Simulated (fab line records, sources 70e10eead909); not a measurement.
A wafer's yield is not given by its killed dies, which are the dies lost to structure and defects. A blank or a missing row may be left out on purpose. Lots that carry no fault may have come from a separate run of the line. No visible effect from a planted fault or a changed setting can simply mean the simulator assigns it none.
Matching of chambers | flow nandHarc | NHARC_A_STAIRCASE_TRIM_229 on rieDiel-09 has 4 sister chambers
The step chemistry O2, time 211.2 s. 14 wafers are shown with their chamber, then 7 later ones without.

== WAFERS WITH THEIR CHAMBER ==
wafer  | chamber | showerheadPlenumPTorr (Torr) | oesProductAu (a.u.) | throttleValvePct (%)
L078.3 | 2       | 3.59                         | 0.992               | 17.048
L078.5 | 3       | 3.65                         | 1.003               | 17.033
L078.6 | 2       | 3.59                         | 0.992               | 17.058
L080.3 | 0       | 3.42                         | 1.000               | 17.022
L080.5 | 2       | 3.59                         | 0.997               | 17.020
L080.6 | 3       | 3.65                         | 1.021               | 17.038
L082.1 | 3       | 3.65                         | 1.015               | 17.047
L082.2 | 2       | 3.58                         | 1.007               | 17.042
L082.3 | 0       | 3.41                         | 0.997               | 17.042
L087.1 | 1       | 3.53                         | 1.004               | 17.034
L087.5 | 0       | 3.40                         | 1.006               | 17.025
L087.6 | 3       | 3.63                         | 1.008               | 17.043
L093.2 | 0       | 3.39                         | 0.999               | 17.026
L093.3 | 1       | 3.52                         | 1.002               | 17.045

SIGNATURES (means of the wafers above)
reading               | chamber 0 | chamber 1 | chamber 2 | chamber 3 | scatter within a chamber
showerheadPlenumPTorr | 3.4050    | 3.5250    | 3.5875    | 3.6450    | 0.00962
oesProductAu          | 1.00050   | 1.00300   | 0.99700   | 1.01175   | 0.00619
throttleValvePct      | 17.02875  | 17.03950  | 17.04200  | 17.04025  | 0.0109
Rule: distance of a wafer from a chamber = root of the sum over the readings of ((wafer's reading minus chamber's mean) / reading's scatter) squared. If the next closest chamber is less than 2 further off than the closest, the wafer can't be placed; otherwise it belongs to the closest. The scatter: the root of (the sum of the squares of (reading less its chamber's mean) over the shown wafers, divided by (wafers less chambers)).

== WAFERS WITHOUT THEIR CHAMBER ==
wafer  | showerheadPlenumPTorr (Torr) | oesProductAu (a.u.) | throttleValvePct (%)
L093.5 | 3.39                         | 1.000               | 17.042
L095.1 | 3.56                         | 0.996               | 17.039
L095.2 | 3.62                         | 1.000               | 17.057
L095.3 | 3.52                         | 1.003               | 17.041
L096.1 | 3.51                         | 1.000               | 17.040
L096.2 | 3.62                         | 1.011               | 17.036
L096.5 | 3.62                         | 0.999               | 17.042

== WHICH CHAMBER EACH WENT THROUGH ==
wafer  | from the rows above     | in truth
L093.5 | 0                       | 0
L095.1 | can't be placed: 2 or 1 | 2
L095.2 | can't be placed: 3 or 2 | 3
L095.3 | 1                       | 1
L096.1 | 1                       | 1
L096.2 | can't be placed: 3 or 2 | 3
L096.5 | can't be placed: 3 or 2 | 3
Correctly placed: 3 of 7. These rows do not allow placing 4 (true chamber among the candidates in 4). Placed wrongly: 0.
